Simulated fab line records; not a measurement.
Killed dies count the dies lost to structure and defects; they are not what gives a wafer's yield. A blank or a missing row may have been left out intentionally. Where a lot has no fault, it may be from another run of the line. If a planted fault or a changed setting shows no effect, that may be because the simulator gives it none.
Lot-split experiment + flow n5-finfet + 21 wafers read across 7 lots, on a route 1938 steps long

## ON THE SPLIT
At N5_BEOL_M12_SPUTTER_43 (material TaN, target thk 15 nm, time 24.19 s), the setting power-w was moved away from the recipe's 15000 W on 7 of the 21 wafers read, by -17.7% to +5.3%. This setting was run at the recipe's value on the other wafers.

The reading is taken at the split's own step.

## THE READING
TaN_of_BEOL_M12_SPUTTER_43.thk-nm (the simulator's own value, which no gauge read), in nm, at N5_BEOL_M12_SPUTTER_43 (material TaN, target thk 15 nm, time 24.19 s). The file gives no usual value for it. Here, 14 wafers ran the recipe; their average is 15.0 nm with a standard deviation of 0.15 nm.

| wafer  | tool, chamber at the split | power-w as run, W | against the recipe | TaN_of_BEOL_M12_SPUTTER_43.thk-nm, nm | against lot-mates on the recipe |
|--------|----------------------------|-------------------|--------------------|---------------------------------------|---------------------------------|
| L074.1 | pvd-sputter-02, -          | 15790             | +5.3%              | 16                                    | +1.1                            |
| L074.3 | pvd-sputter-02, -          | 15000             | recipe             | 14.8                                  | -                               |
| L074.5 | pvd-sputter-02, -          | 15000             | recipe             | 15                                    | -                               |
| L077.1 | pvd-sputter-02, -          | 15000             | recipe             | 15.2                                  | -                               |
| L077.3 | pvd-sputter-02, -          | 13300             | -11.3%             | 13.6                                  | -1.6                            |
| L077.6 | pvd-sputter-02, -          | 13300             | -11.3%             | 13.4                                  | -1.8                            |
| L079.1 | pvd-sputter-03, -          | 15000             | recipe             | 15                                    | -                               |
| L079.3 | pvd-sputter-03, -          | 15000             | recipe             | 15                                    | -                               |
| L079.6 | pvd-sputter-03, -          | 15000             | recipe             | 15                                    | -                               |
| L083.1 | pvd-sputter-02, -          | 13870             | -7.5%              | 14                                    | -1.2                            |
| L083.5 | pvd-sputter-02, -          | 13870             | -7.5%              | 13.8                                  | -1.4                            |
| L083.6 | pvd-sputter-02, -          | 15000             | recipe             | 15.2                                  | -                               |
| L086.1 | pvd-sputter-02, -          | 15000             | recipe             | 15                                    | -                               |
| L086.2 | pvd-sputter-02, -          | 15000             | recipe             | 15.2                                  | -                               |
| L086.3 | pvd-sputter-02, -          | 15000             | recipe             | 15.2                                  | -                               |
| L087.1 | pvd-sputter-02, -          | 13260             | -11.6%             | 13.4                                  | -1.5                            |
| L087.5 | pvd-sputter-02, -          | 15000             | recipe             | 14.8                                  | -                               |
| L087.6 | pvd-sputter-02, -          | 15000             | recipe             | 15                                    | -                               |
| L095.1 | pvd-sputter-03, -          | 15000             | recipe             | 14.8                                  | -                               |
| L095.3 | pvd-sputter-03, -          | 12340             | -17.7%             | 12.4                                  | -2.6                            |
| L095.4 | pvd-sputter-03, -          | 15000             | recipe             | 15.2                                  | -                               |

THE FIT
A straight line over all 21 wafers: TaN_of_BEOL_M12_SPUTTER_43.thk-nm changes by +0.146 nm for each +1% of power-w; r = +0.99; the points scatter about the line by 0.15 nm.
The same after taking each lot's own level away (the mean of its wafers on the recipe; 21 wafers): +0.152 nm for each +1%; r = +0.99; scatter 0.14 nm.
That fit puts the effect of the largest move of power-w on the reading at 2.7 nm.
Across the lots, their own levels run from 14.90 to 15.20 nm, a range of 2.0 times the standard deviation given above.
Hence the lot-to-lot level has little effect on the slope; both slopes agree.
Check: -2.72 nm against its lot-mates is what the line predicts for one of the wafers moved furthest among these (-17.7%) when that wafer is left out of the fit. It came out at -2.6 nm against them.

## THE FILE'S OWN FIT
TaN_of_BEOL_M12_SPUTTER_43.thk-nm changes by +0.149 nm for each +1% of power-w, r = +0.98.
